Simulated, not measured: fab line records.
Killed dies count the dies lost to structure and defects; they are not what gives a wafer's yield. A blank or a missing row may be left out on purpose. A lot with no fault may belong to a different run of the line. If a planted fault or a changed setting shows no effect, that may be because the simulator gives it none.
Struck lot and sound lot, side by side    flow nand-harc    25 out of 1159 route steps
Sound: the wafers L418.1, L418.4, L418.6. Wafers L426.2, L426.3, L426.6 were the ones struck. The cause comes at the end.
Order at every step that has rows: each side's tool, ch and its chambers, its first start. Under that, the readings that differ: sound wafers    struck wafers    difference of the means    sigmas: that difference in standard deviations of wafers without a fault.
alike: same words and numbers on both sides, and readings whose means sit less than 2 such deviations apart. not compared: any withheld reading, any reading some wafer has no value for, any bound like >300 that may hide the same value, and any number with overlapping values for which the record gives no deviation.
Wherever a step has rows on one side only, a row that says differs or no value, or a row with sigmas, the two part there. Numbers that don't overlap but have no deviation are shown without sigmas and don't part them. A reading missing from all wafers of one side parts the sides only when that side holds two or more wafers.

first, 12 steps without rows for these wafers: NHARC_P_STI_ETCH_26 (etches SiO2 in dHF, target depth 11 nm); NHARC_P_STI_PRECLEAN_27 (cleans in SC1); NHARC_P_STI_SRD_28; NHARC_P_STI_OXIDE_29 (material SiO2, target thk 10 nm, ox time 1362 s); NHARC_P_STI_HM_DEP_30 (deposits Si3N4, target thk 80 nm, time 873 s); NHARC_P_STI_DEHYDRATE_01 (time 120 s); NHARC_P_STI_HMDS_02 (time 30 s); NHARC_P_STI_COAT_41 (time 65 s); NHARC_P_STI_COAT_03 (resist thk 600 nm); NHARC_P_STI_SOFTBAKE_04 (time 70 s); NHARC_P_STI_EBR_05; NHARC_P_STI_EXPOSE_06 (exposes mask P STI, target cd 200 nm).
NHARC_P_STI_PEB_07: peb time 80 s.
  sound on litho-track-07 ch 0, day 2 16:01; struck on litho-track-07 ch 0, day 4 07:34
reading                   sound                 struck                difference  sigmas
heater-power-total-W (W)  189.0 190.5 190.7     209.4 209.6 209.1     +19.3       +24
plate-temp-C (C)          128.07 127.92 128.06  137.33 137.61 137.59  +9.49       +73
  alike: exhaust-pa
then, 1 step without rows for these wafers: NHARC_P_STI_DEVELOP_08 (time 50 s).
NHARC_P_STI_CD_MEAS_09 targets a cd of 200 nm.
  sound on cd-sem-01 ch 0, day 2 16:06; struck on cd-sem-02 ch 0, day 4 07:39
reading     sound              struck             difference  sigmas
cd-nm (nm)  199.4 197.1 200.2  247.4 250.2 250.3  +50.4       +18
NHARC_P_STI_OVL_MEAS_10:
  sound on overlay-02 at day 2 16:11; struck on overlay-02 at day 4 07:45
reading            sound     struck  difference  sigmas
overlay-x-nm (nm)  -7 -7 -6  9 9 9   +16         +3
  alike: overlay-y-nm
NHARC_P_STI_INSPECT_11:
  sound on defect-inspect-02 at day 2 16:14; struck on defect-inspect-02 at day 4 07:47
reading           sound  struck    difference  sigmas
raw-defect-count  4 8 3  12 14 12  +8          +3
then, 1 step without rows for these wafers: NHARC_P_STI_HARDBAKE_13 (time 65 s).
NHARC_P_STI_DESCUM_14: chemistry O2, time 3 s.
  sound on rie-diel-11 ch 0,3, day 2 16:22; struck on rie-diel-10 ch 0,1,3, day 4 07:56
reading                 sound              struck             difference  sigmas
model.P_STI.cd-nm (nm)  199.9 197.3 200.4  246.7 250.1 251.6  +50.3       
  alike: drypump-motor-current-A, oes-product-au, rf-vpp-V, showerhead-plenum-p-Torr, throttle-valve-pct
  not compared: rf-hours-counter-h
NHARC_P_STI_ETCH_42: etches the open film in N2/H2, target depth 80 nm, overetch 24 nm, time 61 s.
  sound on rie-diel-11 ch 0,1,3, day 2 16:27; struck on rie-diel-10 ch 0,1,3, day 4 08:01
  alike: drypump-motor-current-A, oes-product-au, rf-vpp-V, showerhead-plenum-p-Torr, throttle-valve-pct
  not compared: rf-hours-counter-h
NHARC_P_STI_ETCH_31: etches the open film in CF4/CHF3, target depth 108.9 nm, time 54.5 s.
  sound: rie-diel-11 ch 2,3; struck: rie-diel-10 ch 0,1,3
  alike: drypump-motor-current-A, oes-product-au, rf-vpp-V, showerhead-plenum-p-Torr, throttle-valve-pct
  not compared: rf-hours-counter-h
NHARC_P_STI_ETCH_15: etches the open film in HBr/Cl2, target depth 300 nm, time 100.1 s.
  sound on rie-si-04 ch 2,3, day 2 16:39; struck on rie-si-04 ch 0,2,3, day 4 08:14
reading                 sound              struck             difference  sigmas
model.P_STI.cd-nm (nm)  199.1 197.8 202.9  247.9 248.9 250.9  +49.3       
  alike: drypump-motor-current-A, hbr-flow-sccm, oes-product-au, throttle-valve-pct
  not compared: rf-hours-counter-h
NHARC_P_STI_CD_MEAS_16:
  sound on cd-sem-01 at day 2 16:48; struck on cd-sem-02 at day 4 08:22
reading     sound        struck       difference  sigmas
cd-nm (nm)  199 198 203  248 249 251  +49         +16
NHARC_P_STI_OCD_MEAS_17:
  sound on ocd-01 at day 2 16:53; struck on ocd-02 at day 4 08:28
reading                 sound              struck             difference  sigmas
trench-foot-cd-nm (nm)  158.1 156.1 159.1  206.7 209.8 208.5  +50.6       +19
then, 1 step without rows for these wafers: NHARC_P_STI_STRIP_19 (strips in SPM, time 900 s).

## WHERE THEY PART
At NHARC_P_STI_PEB_07 first; at NHARC_P_STI_OCD_MEAS_17 last (within this record only).

WHY: what the simulator had put in
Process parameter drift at NHARC_P_STI_PEB_07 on litho-track-07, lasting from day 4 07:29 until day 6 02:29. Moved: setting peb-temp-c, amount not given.
